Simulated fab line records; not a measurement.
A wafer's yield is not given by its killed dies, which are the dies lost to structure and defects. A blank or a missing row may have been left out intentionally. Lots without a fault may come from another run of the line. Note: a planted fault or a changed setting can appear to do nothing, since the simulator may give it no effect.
Matching of chambers ; flow n5 finfet ; 4 sister chambers for N5_ILD0_LINER_00 on ald sin-03
The step material SiNx, target thk 4 nm, pulse time 1 s, purge time 2 s. 8 wafers are shown with their chamber, then 8 later ones without.

== EACH WAFER AND ITS CHAMBER ==
wafer;chamber;heater power w (W);precursor pulse height rel
L081.3;0;984;1.018
L083.2;2;851;1.009
L084.1;3;882;1.021
L084.6;2;827;1.013
L086.1;1;850;1.001
L086.5;0;1008;0.989
L086.6;3;887;0.989
L087.1;1;846;0.996

== WAFERS MISSING THEIR CHAMBER ==
wafer;heater power w (W);precursor pulse height rel
L087.2;966;0.992
L087.5;897;1.022
L088.1;977;1.005
L088.3;852;1.048
L088.6;841;0.987
L089.2;900;0.985
L089.3;850;0.980
L089.6;853;0.989

== WHICH CHAMBER EACH WENT THROUGH ==
wafer;from the rows above;in truth
L087.2;0;0
L087.5;3;3
L088.1;0;0
L088.3;can't be placed: 2 or 1 or 3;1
L088.6;can't be placed: 1 or 2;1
L089.2;3;3
L089.3;can't be placed: 1 or 2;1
L089.6;can't be placed: 1 or 2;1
Placed correctly: 4 of 8. Not placeable from these rows: 4 (in 4, the candidates include the true chamber). Wrongly placed: 0.
How it was worked out, from the rows above alone: a wafer's distance from a chamber is the root of the sum, over the readings, of the square of ((its reading less the chamber's mean) divided by the reading's scatter). The wafer belongs to the nearest chamber; if the next one is less than 2 further off, it can't be placed. For every chamber, the mean is computed from those of its wafers that are shown. The scatter: take each reading less its chamber's mean, square it, sum over the shown wafers, divide by the number of wafers less the number of chambers, and take the root.
